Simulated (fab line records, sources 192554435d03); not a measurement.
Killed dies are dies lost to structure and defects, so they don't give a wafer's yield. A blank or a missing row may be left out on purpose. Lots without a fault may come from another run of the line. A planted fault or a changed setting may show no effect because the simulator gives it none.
Chamber matching | flow n5_finfet | N5_GATE_CUT_STRIP_59 on rie_diel-04: 4 sister chambers
The step strips in N2/H2, time 20 s. 7 wafers are shown with their chamber, then 10 later ones without.

WAFERS WITH THEIR CHAMBER
wafer  | chamber | showerhead_plenum_p_Torr (Torr) | throttle_valve_pct (%)
L077.3 | 3       | 3.23                            | 12.11
L083.5 | 1       | 3.12                            | 11.95
L084.1 | 2       | 3.43                            | 11.69
L091.5 | 1       | 3.11                            | 11.99
L091.6 | 0       | 3.33                            | 12.67
L092.4 | 0       | 3.33                            | 12.67
L092.5 | 2       | 3.42                            | 11.74

WAFERS WITHOUT THEIR CHAMBER
wafer  | showerhead_plenum_p_Torr (Torr) | throttle_valve_pct (%)
L092.6 | 3.11                            | 11.98
L093.1 | 3.11                            | 11.97
L093.2 | 3.33                            | 12.67
L093.6 | 3.11                            | 11.99
L096.3 | 3.21                            | 12.18
L096.4 | 3.32                            | 12.66
L096.6 | 3.21                            | 12.20
L097.2 | 3.42                            | 11.75
L097.3 | 3.32                            | 12.67
L097.5 | 3.32                            | 12.68

WHICH CHAMBER EACH WENT THROUGH
wafer  | from the rows above | in truth
L092.6 | 1                   | 1
L093.1 | 1                   | 1
L093.2 | 0                   | 0
L093.6 | 1                   | 1
L096.3 | 3                   | 3
L096.4 | 0                   | 0
L096.6 | 3                   | 3
L097.2 | 2                   | 2
L097.3 | 0                   | 0
L097.5 | 0                   | 0
Placed correctly: 10 of 10. Can't be placed from these rows: 0. Placed wrongly: 0.
How it was worked out, from the rows above alone: a wafer's distance from a chamber is the root of the sum, over the readings, of the square of ((its reading less the chamber's mean) divided by the reading's scatter). The wafer belongs to the nearest chamber; if the next one is less than 2 further off, it can't be placed. A chamber's mean is the mean of its shown wafers. The scatter: the root of (the sum of the squares of (reading less its chamber's mean) over the shown wafers, divided by (wafers less chambers)).
